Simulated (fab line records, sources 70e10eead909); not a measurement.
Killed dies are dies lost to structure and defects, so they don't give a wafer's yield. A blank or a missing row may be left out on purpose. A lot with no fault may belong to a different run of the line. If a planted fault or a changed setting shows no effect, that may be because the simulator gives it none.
Matching of chambers | flow nandHarc | 4 sister chambers for NHARC_P_M1_STRIP_18 on rieDiel-08
The step strips in N2/H2. 8 wafers are shown with their chamber, then 7 later ones without.

== WAFERS PAIRED WITH THEIR CHAMBERS ==
wafer  | chamber | showerheadPlenumPTorr (Torr) | drypumpMotorCurrentA (A)
L078.2 | 3       | 1.98                         | 5.5
L078.3 | 1       | 2.04                         | 5.9
L081.5 | 2       | 2.06                         | 5.4
L081.6 | 1       | 2.04                         | 5.9
L082.1 | 2       | 2.06                         | 5.5
L082.6 | 0       | 2.08                         | 5.6
L084.1 | 0       | 2.08                         | 5.5
L084.3 | 3       | 1.97                         | 5.5

== WAFERS WITHOUT THEIR CHAMBER ==
wafer  | showerheadPlenumPTorr (Torr) | drypumpMotorCurrentA (A)
L084.5 | 2.03                         | 5.9
L086.1 | 2.06                         | 5.4
L086.5 | 2.03                         | 5.9
L086.6 | 2.06                         | 5.4
L094.1 | 1.96                         | 5.5
L094.4 | 2.02                         | 5.9
L094.5 | 2.05                         | 5.4

== THE CHAMBER EACH PASSED THROUGH ==
wafer  | from the rows above | in truth
L084.5 | 1                   | 1
L086.1 | 2                   | 2
L086.5 | 1                   | 1
L086.6 | 2                   | 2
L094.1 | 3                   | 3
L094.4 | 1                   | 1
L094.5 | 2                   | 2
Placed correctly: 7 of 7. Not placeable from these rows: 0. Wrongly placed: 0.
How it was worked out, from the rows above alone: a wafer's distance from a chamber is the root of the sum, over the readings, of the square of ((its reading less the chamber's mean) divided by the reading's scatter). If the next closest chamber is less than 2 further off than the closest, the wafer can't be placed; otherwise it belongs to the closest. Each chamber's mean is taken over the wafers shown for it. How the scatter is found: for the shown wafers, subtract from each reading the mean of its chamber, square and add these, divide the total by (wafers less chambers), then take the root.
